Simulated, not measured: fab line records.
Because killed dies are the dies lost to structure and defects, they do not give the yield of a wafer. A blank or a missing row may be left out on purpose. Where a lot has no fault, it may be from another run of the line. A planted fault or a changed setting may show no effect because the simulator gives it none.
Matching of chambers / flow nand-harc / 3 sister chambers for NHARC_THIN_TSV_DEP_43 on pecvd-04
The step deposits SiO2, target thk 1328.5 nm. 6 wafers are shown with their chamber, then 7 later ones without.

WAFERS, EACH WITH ITS CHAMBER
wafer=L184.5; chamber=1; throttle-valve-pct (%)=16.3
wafer=L185.2; chamber=1; throttle-valve-pct (%)=16.3
wafer=L185.4; chamber=2; throttle-valve-pct (%)=16.7
wafer=L185.5; chamber=0; throttle-valve-pct (%)=16.1
wafer=L188.1; chamber=2; throttle-valve-pct (%)=17.1
wafer=L188.3; chamber=0; throttle-valve-pct (%)=16.1

WAFERS WHOSE CHAMBER IS MISSING
wafer=L188.5; throttle-valve-pct (%)=16.5
wafer=L192.1; throttle-valve-pct (%)=17.0
wafer=L192.3; throttle-valve-pct (%)=16.3
wafer=L192.6; throttle-valve-pct (%)=16.3
wafer=L193.3; throttle-valve-pct (%)=16.2
wafer=L193.4; throttle-valve-pct (%)=17.0
wafer=L193.5; throttle-valve-pct (%)=16.7

EACH ONE'S CHAMBER
wafer=L188.5; from the rows above=can't be placed: 1 or 0 or 2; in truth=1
wafer=L192.1; from the rows above=2; in truth=2
wafer=L192.3; from the rows above=can't be placed: 1 or 0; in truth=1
wafer=L192.6; from the rows above=can't be placed: 1 or 0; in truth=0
wafer=L193.3; from the rows above=can't be placed: 0 or 1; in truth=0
wafer=L193.4; from the rows above=2; in truth=2
wafer=L193.5; from the rows above=can't be placed: 2 or 1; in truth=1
Placed correctly: 2 of 7. Unplaceable from these rows: 5, with the true chamber sitting among the candidates in 5. 0 placed wrongly.
How it was worked out, from the rows above alone: a wafer's distance from a chamber is the root of the sum, over the readings, of the square of ((its reading less the chamber's mean) divided by the reading's scatter). If the next closest chamber is less than 2 further off than the closest, the wafer can't be placed; otherwise it belongs to the closest. The mean given for a chamber averages the wafers shown for that chamber. The scatter: take each reading less its chamber's mean, square it, sum over the shown wafers, divide by the number of wafers less the number of chambers, and take the root.
